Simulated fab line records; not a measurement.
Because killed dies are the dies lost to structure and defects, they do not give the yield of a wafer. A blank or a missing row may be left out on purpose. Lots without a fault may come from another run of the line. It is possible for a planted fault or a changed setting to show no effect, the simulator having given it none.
Which tool is to blame? -- flow nandHarc -- 6 lots, 18 wafers sampled, at 5 steps of a route of 1302

## WHAT THE GAUGES READ, wafer by wafer
NHARC_END_SORT_01.
lot,measured,on,killedAtArray
L157,day 25 14:38,prober-01,79 81 78
L160,day 27 04:20,prober-02,54 76 57
L166,day 29 20:18,prober-02,56 65 51
L173,day 33 15:43,prober-02,42 44 42
L175,day 33 23:29,prober-01,11 23 13
L177,day 34 13:02,prober-01,54 64 59

## TOOL THAT RAN EACH LOT (tool first, then ch and the chambers of the sampled wafers, then the start)
lot,NHARC_A_CONTACT_ETCH_111,NHARC_A_CONTACT_ETCH_120,NHARC_A_CONTACT_ETCH_122,NHARC_A_CONTACT_ETCH_96
L157,"harCapEtch-02 ch 1, day 22 15:14","harCapEtch-02 ch 1, day 22 16:48","harCapEtch-02 ch 1, day 22 17:08","rieDiel-04 ch 2,3, day 22 18:26"
L160,"harCapEtch-02 ch 0,1, day 24 06:32","harCapEtch-02 ch 0,1, day 24 08:05","harCapEtch-02 ch 0,1, day 24 08:26","rieDiel-09 ch 1,2, day 24 09:40"
L166,"harCapEtch-03 ch 0,1, day 26 16:48","harCapEtch-03 ch 0,1, day 26 18:22","harCapEtch-03 ch 0,1, day 26 18:43","rieDiel-07 ch 0,2,3, day 26 20:01"
L173,"harCapEtch-02 ch 0,1, day 30 16:58","harCapEtch-02 ch 0,1, day 30 18:32","harCapEtch-02 ch 0,1, day 30 18:53","rieDiel-09 ch 0,1,3, day 30 20:08"
L175,"harCapEtch-03 ch 1, day 30 18:35","harCapEtch-03 ch 1, day 30 20:09","harCapEtch-03 ch 1, day 30 20:29","rieDiel-09 ch 1,3, day 30 21:46"
L177,"harCapEtch-01 ch 0,1, day 31 09:55","harCapEtch-01 ch 0,1, day 31 11:29","harCapEtch-01 ch 0,1, day 31 11:50","rieDiel-07 ch 0,2, day 31 13:05"
- NHARC_A_CONTACT_ETCH_111: etches the open film in C4F8/O2/Ar, time 140 s, target depth 700 nm.
- NHARC_A_CONTACT_ETCH_120: etches the open film in C4F8/O2/Ar, time 190 s, target depth 1850 nm.
- NHARC_A_CONTACT_ETCH_122: etches the open film in C4F8/O2/Ar, time 190 s, target depth 1850 nm.
- NHARC_A_CONTACT_ETCH_96: etches the open film in C4F6/O2, target depth 20 nm, time 10 s.

## THE ANSWER, worked out from the rows above alone
Rule: what is usual is taken from the lots themselves. The widest of any qualifying gaps counts: lots, ordered by their means at a reading, are off when they make up no more than a third of the lots, leave a main group of 4 or more, and stand apart from it by 3 or more times the standard deviation of that group's means. If all means in a main group match to the digits the tables above print for the reading, that group is not used. A lot without any number at a reading at which 4 lots or more have one is off too. Any other lot the step has rows for is counted as sound.
Across all readings shown, no lot is off: no conclusion can be drawn from this.

## WHAT THE SIMULATOR HAD INSERTED
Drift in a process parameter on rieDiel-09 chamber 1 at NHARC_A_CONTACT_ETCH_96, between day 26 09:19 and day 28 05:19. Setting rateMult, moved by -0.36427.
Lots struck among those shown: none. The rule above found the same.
